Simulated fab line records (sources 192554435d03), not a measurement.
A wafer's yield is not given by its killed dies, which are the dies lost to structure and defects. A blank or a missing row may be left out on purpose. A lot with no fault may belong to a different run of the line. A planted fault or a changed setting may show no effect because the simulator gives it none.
Comparing a struck lot with a sound one | flow n5Finfet | 29 steps out of a route of 1938
Sound: wafers L745.2, L745.3, L745.5. Struck: wafer L758.4; the same lot's L758.2 was not struck, so it is left out; see the end for the cause.
Order at every step that has rows: each side's tool, ch and its chambers, its first start. Under that, the readings that differ: sound wafers | struck wafers | difference of the means | sigmas: that difference in standard deviations of wafers without a fault.
alike: a reading whose means differ by less than 2 such deviations, as well as words and numbers matching on both sides. not compared: withheld readings; readings where some wafer has no value; bounds like >300 that might hide an equal value; numbers whose values overlap and for which the record gives no deviation.
Wherever a step has rows on one side only, a row that says differs or no value, or a row with sigmas, the two part there. Numbers that have no deviation but don't overlap get no sigmas and don't part them. A reading missing from all wafers of one side parts the sides only when that side holds two or more wafers.

first, 9 steps without rows for these wafers: N5_BEOL_M0_SAQP_EXPOSE_37 (exposes mask M0 CUT1, target cd 30 nm); N5_BEOL_M0_SAQP_PEB_38 (peb time 60 s); N5_BEOL_M0_SAQP_DEVELOP_39 (develop time 30 s); N5_BEOL_M0_SAQP_DESCUM_45 (chemistry O2, time 7 s); N5_BEOL_M0_SAQP_ETCH_88 (etches underlayer in N2/H2, target depth 6.5 nm, time 5.2 s); N5_BEOL_M0_SAQP_ETCH_73 (etches SiARC in CF4, target depth 19.5 nm, time 32.5 s); N5_BEOL_M0_SAQP_CUT_ETCH_46 (etches SOC in N2/H2, target depth 135 nm, overetch 27 nm, time 202.5 s); N5_BEOL_M0_SAQP_STRIP_74 (strips in N2/H2); N5_BEOL_M0_SAQP_STRIP_89 (strips in N2/H2).
N5_BEOL_M0_SAQP_ALD_48: deposits SiO2, target thk 20 nm, pulse time 1 s, co reactant pulse time 1 s.
  sound on aldSin-04 ch 0,2, day 6 03:07; struck on aldSin-04 ch 1, day 9 13:32
reading                                      | sound       | struck | difference | sigmas
aldCycles                                    | 139 139 139 | 97     | -42        | 
model.SiO2_of_BEOL_M0_SAQP_ALD_48.thkNm (nm) | 20 20 20    | 14     | -6         | 
  alike: heaterPowerW, precursorPulseHeightRel
then, 15 steps without rows for these wafers: N5_BEOL_M0_SAQP_ETCH_49 (etches SiO2 in CF4/O2, target depth 37 nm); N5_BEOL_M0_SAQP_STRIP_75 (strips in CF4); N5_BEOL_M0_CUTY_COAT_50 (time 60 s, resist thk 15 nm); N5_BEOL_M0_CUTY_COAT_51 (resist thk 150 nm); N5_BEOL_M0_CUTY_EBR_52; N5_BEOL_M0_CUTY_SOFTBAKE_53 (time 60 s); N5_BEOL_M0_CUTY_EXPOSE_54 (exposes mask M0 ABLK); N5_BEOL_M0_CUTY_PEB_55 (peb time 60 s); N5_BEOL_M0_CUTY_DEVELOP_56 (develop time 30 s); N5_BEOL_M0_CUTY_DESCUM_61 (chemistry O2, time 7.9 s); N5_BEOL_M0_CUTY_ETCH_62 (etches SiARC in CF4, time 58.5 s); N5_BEOL_M0_CUTY_ETCH_63 (etches SOC in N2/H2, target depth 82.7 nm, overetch 16.5 nm, time 124 s); N5_BEOL_M0_CUTY_STRIP_64 (strips in N2/H2); N5_BEOL_M0_ETCH_138 (etches SiCN in CH3F/O2, target depth 12 nm, time 31.6 s); N5_BEOL_M0_HM_OPEN_105 (chemistry Cl2/BCl3, target TiN, target depth 12 nm).
N5_BEOL_M0_STRIP_140: strips in CF4.
  sound on rieDiel-04 ch 0,1, day 6 05:47; struck on rieDiel-04 ch 2, day 9 22:39
reading                                      | sound             | struck | difference | sigmas
drypumpMotorCurrentA (A)                     | 5.7 4.9 4.9       | 6.7    | +1.5       | +3
throttleValvePct (%)                         | 13.37 13.45 13.46 | 14.03  | +0.60      | +3
model.SiO2_of_BEOL_M0_SAQP_ALD_48.thkNm (nm) | 11.4 11.6 11.6    | 8.2    | -3.3       | 
  alike: oesProductAu, rfFwdPowerW, rfVppV, showerheadPlenumPTorr
  not compared: rfHoursCounterH
then, 1 step without rows for these wafers: N5_BEOL_M0_STRIP_104 (strips in N2/H2).
-- the record jumps here: 4 days lie between the struck wafers' starts before and after (it left off in module BEOL_M0 and takes up again in module BEOL_M4, whose first step shown is number 1111 of the route) --
N5_BEOL_M4_RC_MEAS_101:
  sound on prober-02 ch 0, day 9 15:51; struck on prober-02 ch 0, day 13 14:16
reading       | sound          | struck | difference | sigmas
SS_P (mV/dec) | 72.7 71.6 71.0 | 73.3   | +1.5       | +2
  alike: DIBL_N, DIBL_P, IOFF_N, IOFF_P, ION_N, ION_P, SS_N, VT_N, VT_P
-- record jumps: 5 days separate the struck wafers' starts on either side; left off in module BEOL_M4, taken up again in module PASSIVATION, whose first shown step is the route's number 1936 --
N5_PASSIVATION_PROBE_49:
  struck on prober-02, day 18 10:49; sound on prober-02, day 14 06:07
reading       | sound | struck | difference | sigmas
killedAtOther | 1 0 0 | 12     | +12        | +4
  alike: defectLimitedYield, killed_at_M0_to_M3, killed_at_M4_up, killedAtContacts, killedAtFrontEnd, killedDies, killedOpen, killedShort, sort_bin_5_function, sort_bin_6_memory, sort_bin_8_speed, sortNPass, sortYieldPct

## WHERE THEY PART
Last at N5_PASSIVATION_PROBE_49 as far as this record goes, first at N5_BEOL_M0_STRIP_140.

WHY: whatever the simulator had introduced
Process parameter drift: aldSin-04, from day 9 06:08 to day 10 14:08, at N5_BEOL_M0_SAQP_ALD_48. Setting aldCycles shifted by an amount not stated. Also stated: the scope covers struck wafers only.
